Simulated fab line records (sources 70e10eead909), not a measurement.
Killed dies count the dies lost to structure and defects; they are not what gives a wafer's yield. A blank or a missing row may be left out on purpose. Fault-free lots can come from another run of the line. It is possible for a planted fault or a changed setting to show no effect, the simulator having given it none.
Struck lot and sound lot, side by side || flow nand_harc || 45 steps out of a route of 1302
Sound: the wafers L537.3, L537.4, L537.5. Struck: wafer L551.6. At the end, the cause is stated.
For every step that has rows: the tool of each side, followed by ch and its chambers, followed by its first start. Under that, the readings that differ: sound wafers || struck wafers || difference of the means || sigmas: that difference in standard deviations of wafers without a fault.
alike: a reading whose means differ by less than 2 such deviations, as well as words and numbers matching on both sides. not compared: withheld readings; readings where some wafer has no value; bounds like >300 that might hide an equal value; numbers whose values overlap and for which the record gives no deviation.
The two part at a step that has a row with sigmas, a row that says differs or no value, or rows on one side only. Numbers that don't overlap but have no deviation are shown without sigmas and don't part them. Lack of a reading on every wafer of one side parts them only where that side has two or more wafers.

first, 6 steps without rows for these wafers: NHARC_P_GATE_COAT_20 (resist thk 90 nm); NHARC_P_GATE_SOFTBAKE_21 (time 55 s); NHARC_P_GATE_EBR_22; NHARC_P_GATE_EXPOSE_23 (exposes mask P GATE, target cd 120 nm); NHARC_P_GATE_PEB_24 (peb time 65 s); NHARC_P_GATE_DEVELOP_25 (develop time 35 s).
NHARC_P_GATE_CD_MEAS_26 targets a cd of 120 nm.
  sound on cd_sem-03 ch 0, day 6 14:27; struck on cd_sem-02 ch 0, day 12 15:03
{"reading": "cd_nm (nm)", "sound": "118.4 118.3 119.7", "struck": 120.2, "difference": "+1.4", "sigmas": "+2"}
NHARC_P_GATE_OVL_MEAS_27:
  struck on overlay-02, day 12 15:08; sound on overlay-02, day 6 14:32
  alike: overlay_x_nm, overlay_y_nm
NHARC_P_GATE_INSPECT_28:
  struck on defect_inspect-01, day 12 15:10; sound on defect_inspect-01, day 6 14:34
{"reading": "raw_defect_count", "sound": "15 11 10", "struck": 3, "difference": -9, "sigmas": -3}
then, 1 step without rows for these wafers: NHARC_P_GATE_DESCUM_31 (chemistry O2, time 3 s).
NHARC_P_GATE_ETCH_104: etches the open film in CF4/CHF3, target depth 60 nm.
  sound on rie_diel-01 ch 1,3, day 6 14:43; struck on rie_diel-07 ch 1, day 12 15:20
  alike: bias_w, drypump_motor_current_A, oes_product_au, rf_vpp_V, showerhead_plenum_p_Torr, throttle_valve_pct
NHARC_P_GATE_HM_OPEN_105: chemistry O2/COS, target depth 360 nm.
  sound on rie_diel-01 ch 1,3; struck on rie_diel-07 ch 2
  alike: bias_w, drypump_motor_current_A, oes_product_au, rf_vpp_V, showerhead_plenum_p_Torr, throttle_valve_pct
  not compared: rf_hours_counter_h
NHARC_P_GATE_STRIP_106: strips in O2/COS.
  sound on rie_diel-01 ch 0,2,3, day 6 14:00; struck on rie_diel-07 ch 3, day 12 15:00
then, 3 steps without rows for these wafers: NHARC_P_GATE_ETCH_114 (etches the open film in CF4/O2, target depth 30 nm, overetch 3 nm, time 16.5 s); NHARC_P_GATE_ETCH_32 (etches the open film in HBr/Cl2, target depth 150 nm, time 100.1 s); NHARC_P_GATE_STRIP_108 (strips in O2).
NHARC_P_GATE_CD_MEAS_33:
  struck on cd_sem-01, day 12 16:02; sound on cd_sem-01, day 6 15:28
  alike: cd_nm
then, 5 steps without rows for these wafers: NHARC_P_GATE_STRIP_35 (strips in SPM, time 600 s); NHARC_P_GATE_PRECLEAN_73 (cleans in SC1); NHARC_P_GATE_SRD_74; NHARC_P_GATE_ALD_36 (deposits SiNx, target thk 20 nm, pulse time 60 s, ald cycles 223); NHARC_P_GATE_ETCHBACK_37 (etches the open film in CHF3/O2, target depth 34.5 nm, time 17.2 s).
NHARC_P_GATE_STRIP_101: strips in O2, time 20 s.
  sound on rie_diel-02 ch 0,1, day 7 01:31; struck on rie_diel-02 ch 0, day 13 02:07
  alike: drypump_motor_current_A, oes_product_au, rf_vpp_V, showerhead_plenum_p_Torr, throttle_valve_pct
  not compared: rf_hours_counter_h
then, 12 steps without rows for these wafers: NHARC_P_GATE_PRECLEAN_97 (cleans in SPM, time 600 s); NHARC_P_GATE_SRD_98; NHARC_P_GATE_PRECLEAN_99 (cleans in SC1); NHARC_P_GATE_SRD_100; NHARC_P_GATE_DEHYDRATE_38 (time 120 s); NHARC_P_GATE_HMDS_39 (time 30 s); NHARC_P_GATE_COAT_40; NHARC_P_GATE_SOFTBAKE_41 (time 95 s); NHARC_P_GATE_EBR_42; NHARC_P_GATE_EXPOSE_43 (exposes mask P NSD, target cd 720 nm); NHARC_P_GATE_PEB_44 (peb time 85 s); NHARC_P_GATE_DEVELOP_45 (time 70 s).
NHARC_P_GATE_CD_MEAS_46 targets a cd of 720 nm.
  sound on cd_sem-03 ch 0, day 7 02:19; struck on cd_sem-02 ch 0, day 13 03:05
  alike: cd_nm
then, 1 step without rows for these wafers: NHARC_P_GATE_HARDBAKE_47 (time 80 s).
NHARC_P_GATE_DESCUM_48: chemistry O2, time 3 s.
  sound on rie_diel-01 ch 0,3, day 7 02:29; struck on rie_diel-02 ch 2, day 13 03:17
  alike: drypump_motor_current_A, oes_product_au, rf_vpp_V, showerhead_plenum_p_Torr, throttle_valve_pct
  not compared: rf_hours_counter_h
then, 1 step without rows for these wafers: NHARC_P_GATE_IMPLANT_49.
NHARC_P_GATE_STRIP_111: strips in N2/H2, time 250 s.
  sound on plasma_asher-02 ch 0,1, day 7 03:03; struck on plasma_asher-01 ch 0, day 13 03:48
{"reading": "drypump_motor_current_A (A)", "sound": "5.4 5.4 5.4", "struck": 6.4, "difference": "+1.0", "sigmas": "+2"}
  alike: heater_power_w
  not compared: rf_hours_counter_h
then, 2 steps without rows for these wafers: NHARC_P_GATE_STRIP_75 (strips in O2); NHARC_P_GATE_STRIP_50 (strips in SPM, time 900 s).
NHARC_P_GATE_INSPECT_68:
  struck on defect_inspect-01, day 13 09:48; sound on defect_inspect-01, day 7 08:58
{"reading": "raw_defect_count", "sound": "124 207 266", "struck": 1660, "difference": "+1461", "sigmas": "+16"}
  not compared: hold
NHARC_P_CONTACT_DEP_30: deposits SiNx, target thk 30 nm.
  sound on pecvd-03 ch 1,2, day 7 09:07; struck on pecvd-01 ch 1, day 13 16:51
{"reading": "hold", "sound": "- - -", "struck": "await_dispo/6.6h/release", "difference": "no value on the sound wafers", "sigmas": ""}
  alike: heater_power_outer_w, heater_power_w
-- jump in the record: it breaks off in module P_CONTACT and resumes in module END (first step shown: number 1302 of the route), and 20 days separate the struck wafers' starts before and after --
NHARC_END_SORT_01:
  only the struck wafers appear in the record here, on prober-01 ch 0 at day 33 15:43; the sound ones have no rows

## WHERE THEY PART
Earliest at NHARC_P_GATE_CD_MEAS_26; latest, in this record, at NHARC_END_SORT_01.

WHY: the cause the simulator had injected
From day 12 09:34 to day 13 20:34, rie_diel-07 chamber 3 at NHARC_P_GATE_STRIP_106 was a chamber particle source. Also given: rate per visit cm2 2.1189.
